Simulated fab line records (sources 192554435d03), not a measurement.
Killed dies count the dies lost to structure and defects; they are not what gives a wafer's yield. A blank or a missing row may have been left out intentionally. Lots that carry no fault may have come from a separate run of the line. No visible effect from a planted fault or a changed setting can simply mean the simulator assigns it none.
Lot-split experiment :: flow n5-finfet :: route with 1938 steps; 7 lots, 39 wafers read

## ABOUT THE SPLIT
At N5_MOL_CONTACT_COAG_SPUTTER_143 (material Co, target thk 2.5 nm), the setting target-thk-a was moved away from the recipe's 25 angstrom on 18 of the 39 wafers read, by -51.3% to +50.2%. For the rest of the wafers, this setting stayed at what the recipe calls for.

Reading taken at the split's own step.

## THE READING
Co_of_MOL_CONTACT_COAG_SPUTTER_143.thk-nm (the simulator's own value, which no gauge read), in nm, at N5_MOL_CONTACT_COAG_SPUTTER_143 (material Co, target thk 2.5 nm). The file gives no usual value for it. Average 2.5 nm, standard deviation 0.1 nm, over the 21 wafers here run with the recipe.

wafer: L077.1
tool, chamber at the split: pvd-sputter-02, -
target-thk-a as run, angstrom: 18.88
against the recipe: -24.5%
Co_of_MOL_CONTACT_COAG_SPUTTER_143.thk-nm, nm: 1.8
against lot-mates on the recipe: -0.7

wafer: L077.5
tool, chamber at the split: pvd-sputter-02, -
target-thk-a as run, angstrom: 18.88
against the recipe: -24.5%
Co_of_MOL_CONTACT_COAG_SPUTTER_143.thk-nm, nm: 1.8
against lot-mates on the recipe: -0.7

wafer: L077.6
tool, chamber at the split: pvd-sputter-02, -
target-thk-a as run, angstrom: 18.88
against the recipe: -24.5%
Co_of_MOL_CONTACT_COAG_SPUTTER_143.thk-nm, nm: 1.8
against lot-mates on the recipe: -0.7

wafer: L077.2
tool, chamber at the split: pvd-sputter-02, -
target-thk-a as run, angstrom: 25
against the recipe: recipe
Co_of_MOL_CONTACT_COAG_SPUTTER_143.thk-nm, nm: 2.4
against lot-mates on the recipe: -

wafer: L077.3
tool, chamber at the split: pvd-sputter-02, -
target-thk-a as run, angstrom: 25
against the recipe: recipe
Co_of_MOL_CONTACT_COAG_SPUTTER_143.thk-nm, nm: 2.4
against lot-mates on the recipe: -

wafer: L077.4
tool, chamber at the split: pvd-sputter-02, -
target-thk-a as run, angstrom: 25
against the recipe: recipe
Co_of_MOL_CONTACT_COAG_SPUTTER_143.thk-nm, nm: 2.6
against lot-mates on the recipe: -

wafer: L079.3
tool, chamber at the split: pvd-sputter-01, -
target-thk-a as run, angstrom: 25
against the recipe: recipe
Co_of_MOL_CONTACT_COAG_SPUTTER_143.thk-nm, nm: 2.6
against lot-mates on the recipe: -

wafer: L079.4
tool, chamber at the split: pvd-sputter-01, -
target-thk-a as run, angstrom: 25
against the recipe: recipe
Co_of_MOL_CONTACT_COAG_SPUTTER_143.thk-nm, nm: 2.6
against lot-mates on the recipe: -

wafer: L079.5
tool, chamber at the split: pvd-sputter-01, -
target-thk-a as run, angstrom: 25
against the recipe: recipe
Co_of_MOL_CONTACT_COAG_SPUTTER_143.thk-nm, nm: 2.6
against lot-mates on the recipe: -

wafer: L078.1
tool, chamber at the split: pvd-sputter-02, -
target-thk-a as run, angstrom: 25
against the recipe: recipe
Co_of_MOL_CONTACT_COAG_SPUTTER_143.thk-nm, nm: 2.6
against lot-mates on the recipe: -

wafer: L078.2
tool, chamber at the split: pvd-sputter-02, -
target-thk-a as run, angstrom: 25
against the recipe: recipe
Co_of_MOL_CONTACT_COAG_SPUTTER_143.thk-nm, nm: 2.4
against lot-mates on the recipe: -

wafer: L078.5
tool, chamber at the split: pvd-sputter-02, -
target-thk-a as run, angstrom: 25
against the recipe: recipe
Co_of_MOL_CONTACT_COAG_SPUTTER_143.thk-nm, nm: 2.4
against lot-mates on the recipe: -

wafer: L078.3
tool, chamber at the split: pvd-sputter-02, -
target-thk-a as run, angstrom: 12.17
against the recipe: -51.3%
Co_of_MOL_CONTACT_COAG_SPUTTER_143.thk-nm, nm: 1.2
against lot-mates on the recipe: -1.3

wafer: L078.4
tool, chamber at the split: pvd-sputter-02, -
target-thk-a as run, angstrom: 12.17
against the recipe: -51.3%
Co_of_MOL_CONTACT_COAG_SPUTTER_143.thk-nm, nm: 1.2
against lot-mates on the recipe: -1.3

wafer: L078.6
tool, chamber at the split: pvd-sputter-02, -
target-thk-a as run, angstrom: 12.17
against the recipe: -51.3%
Co_of_MOL_CONTACT_COAG_SPUTTER_143.thk-nm, nm: 1.2
against lot-mates on the recipe: -1.3

wafer: L081.1
tool, chamber at the split: pvd-sputter-03, -
target-thk-a as run, angstrom: 25
against the recipe: recipe
Co_of_MOL_CONTACT_COAG_SPUTTER_143.thk-nm, nm: 2.6
against lot-mates on the recipe: -

wafer: L081.6
tool, chamber at the split: pvd-sputter-03, -
target-thk-a as run, angstrom: 25
against the recipe: recipe
Co_of_MOL_CONTACT_COAG_SPUTTER_143.thk-nm, nm: 2.6
against lot-mates on the recipe: -

wafer: L081.2
tool, chamber at the split: pvd-sputter-03, -
target-thk-a as run, angstrom: 19.6
against the recipe: -21.6%
Co_of_MOL_CONTACT_COAG_SPUTTER_143.thk-nm, nm: 2
against lot-mates on the recipe: -0.5

wafer: L081.4
tool, chamber at the split: pvd-sputter-03, -
target-thk-a as run, angstrom: 19.6
against the recipe: -21.6%
Co_of_MOL_CONTACT_COAG_SPUTTER_143.thk-nm, nm: 2
against lot-mates on the recipe: -0.5

wafer: L081.3
tool, chamber at the split: pvd-sputter-03, -
target-thk-a as run, angstrom: 19.6
against the recipe: -21.6%
Co_of_MOL_CONTACT_COAG_SPUTTER_143.thk-nm, nm: 1.8
against lot-mates on the recipe: -0.7

wafer: L081.5
tool, chamber at the split: pvd-sputter-03, -
target-thk-a as run, angstrom: 25
against the recipe: recipe
Co_of_MOL_CONTACT_COAG_SPUTTER_143.thk-nm, nm: 2.4
against lot-mates on the recipe: -

wafer: L086.1
tool, chamber at the split: pvd-sputter-03, -
target-thk-a as run, angstrom: 25
against the recipe: recipe
Co_of_MOL_CONTACT_COAG_SPUTTER_143.thk-nm, nm: 2.4
against lot-mates on the recipe: -

wafer: L086.6
tool, chamber at the split: pvd-sputter-03, -
target-thk-a as run, angstrom: 25
against the recipe: recipe
Co_of_MOL_CONTACT_COAG_SPUTTER_143.thk-nm, nm: 2.4
against lot-mates on the recipe: -

wafer: L086.2
tool, chamber at the split: pvd-sputter-03, -
target-thk-a as run, angstrom: 25
against the recipe: recipe
Co_of_MOL_CONTACT_COAG_SPUTTER_143.thk-nm, nm: 2.6
against lot-mates on the recipe: -

wafer: L086.3
tool, chamber at the split: pvd-sputter-03, -
target-thk-a as run, angstrom: 12.34
against the recipe: -50.6%
Co_of_MOL_CONTACT_COAG_SPUTTER_143.thk-nm, nm: 1.4
against lot-mates on the recipe: -1.1

wafer: L086.5
tool, chamber at the split: pvd-sputter-03, -
target-thk-a as run, angstrom: 12.34
against the recipe: -50.6%
Co_of_MOL_CONTACT_COAG_SPUTTER_143.thk-nm, nm: 1.4
against lot-mates on the recipe: -1.1

wafer: L086.4
tool, chamber at the split: pvd-sputter-03, -
target-thk-a as run, angstrom: 12.34
against the recipe: -50.6%
Co_of_MOL_CONTACT_COAG_SPUTTER_143.thk-nm, nm: 1.2
against lot-mates on the recipe: -1.3

wafer: L087.1
tool, chamber at the split: pvd-sputter-02, -
target-thk-a as run, angstrom: 12.19
against the recipe: -51.2%
Co_of_MOL_CONTACT_COAG_SPUTTER_143.thk-nm, nm: 1
against lot-mates on the recipe: -1.4

wafer: L087.4
tool, chamber at the split: pvd-sputter-02, -
target-thk-a as run, angstrom: 12.19
against the recipe: -51.2%
Co_of_MOL_CONTACT_COAG_SPUTTER_143.thk-nm, nm: 1
against lot-mates on the recipe: -1.4

wafer: L087.2
tool, chamber at the split: pvd-sputter-02, -
target-thk-a as run, angstrom: 25
against the recipe: recipe
Co_of_MOL_CONTACT_COAG_SPUTTER_143.thk-nm, nm: 2.4
against lot-mates on the recipe: -

wafer: L087.3
tool, chamber at the split: pvd-sputter-02, -
target-thk-a as run, angstrom: 25
against the recipe: recipe
Co_of_MOL_CONTACT_COAG_SPUTTER_143.thk-nm, nm: 2.4
against lot-mates on the recipe: -

wafer: L087.5
tool, chamber at the split: pvd-sputter-02, -
target-thk-a as run, angstrom: 25
against the recipe: recipe
Co_of_MOL_CONTACT_COAG_SPUTTER_143.thk-nm, nm: 2.4
against lot-mates on the recipe: -

wafer: L087.6
tool, chamber at the split: pvd-sputter-02, -
target-thk-a as run, angstrom: 12.19
against the recipe: -51.2%
Co_of_MOL_CONTACT_COAG_SPUTTER_143.thk-nm, nm: 1.2
against lot-mates on the recipe: -1.2

wafer: L096.1
tool, chamber at the split: pvd-sputter-03, -
target-thk-a as run, angstrom: 25
against the recipe: recipe
Co_of_MOL_CONTACT_COAG_SPUTTER_143.thk-nm, nm: 2.6
against lot-mates on the recipe: -

wafer: L096.3
tool, chamber at the split: pvd-sputter-03, -
target-thk-a as run, angstrom: 25
against the recipe: recipe
Co_of_MOL_CONTACT_COAG_SPUTTER_143.thk-nm, nm: 2.6
against lot-mates on the recipe: -

wafer: L096.4
tool, chamber at the split: pvd-sputter-03, -
target-thk-a as run, angstrom: 25
against the recipe: recipe
Co_of_MOL_CONTACT_COAG_SPUTTER_143.thk-nm, nm: 2.6
against lot-mates on the recipe: -

wafer: L096.2
tool, chamber at the split: pvd-sputter-03, -
target-thk-a as run, angstrom: 37.54
against the recipe: +50.2%
Co_of_MOL_CONTACT_COAG_SPUTTER_143.thk-nm, nm: 4
against lot-mates on the recipe: +1.4

wafer: L096.6
tool, chamber at the split: pvd-sputter-03, -
target-thk-a as run, angstrom: 37.54
against the recipe: +50.2%
Co_of_MOL_CONTACT_COAG_SPUTTER_143.thk-nm, nm: 4
against lot-mates on the recipe: +1.4

wafer: L096.5
tool, chamber at the split: pvd-sputter-03, -
target-thk-a as run, angstrom: 37.54
against the recipe: +50.2%
Co_of_MOL_CONTACT_COAG_SPUTTER_143.thk-nm, nm: 3.8
against lot-mates on the recipe: +1.2

THE FIT
A straight line over all 39 wafers: Co_of_MOL_CONTACT_COAG_SPUTTER_143.thk-nm changes by +0.0266 nm for each +1% of target-thk-a; r = +0.99; the points scatter about the line by 0.11 nm.
The same after taking each lot's own level away (the mean of its wafers on the recipe; 39 wafers): +0.0253 nm for each +1%; r = +0.99; scatter 0.092 nm.
Per that fit: largest target-thk-a move, reading shift of 1.3 nm.
Measured against the standard deviation above, the lots' own levels, which go from 2.40 to 2.60 nm, span 2.0 times it.
Hence the lot-to-lot level has little effect on the slope; both slopes agree.
Check: -1.29 nm against its lot-mates is what the line predicts for one of the wafers moved furthest among these (-51.3%) when that wafer is left out of the fit. Against them it came out at -1.27 nm.

## THE OTHER SPLITS THESE WAFERS WENT THROUGH
Before the reading, these wafers also passed through other splits. Each is held against what the fit with the lots' levels taken away leaves over:
other split on the same wafers: N5_FIN_SAQP_HM_DEP_72 target-thk-a
wafers away from the commonest value: 18
r with Co_of_MOL_CONTACT_COAG_SPUTTER_143.thk-nm (lot level and that fit taken away): -0.02

other split on the same wafers: N5_SD_EPI_N_DESCUM_14 time-s
wafers away from the commonest value: 12
r with Co_of_MOL_CONTACT_COAG_SPUTTER_143.thk-nm (lot level and that fit taken away): +0.19

other split on the same wafers: N5_HKMG_FIN_DESCUM_17 time-s
wafers away from the commonest value: 12
r with Co_of_MOL_CONTACT_COAG_SPUTTER_143.thk-nm (lot level and that fit taken away): -0.24

## THE FILE'S OWN FIT
Co_of_MOL_CONTACT_COAG_SPUTTER_143.thk-nm changes by +0.0252 nm for each +1% of target-thk-a, r = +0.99.
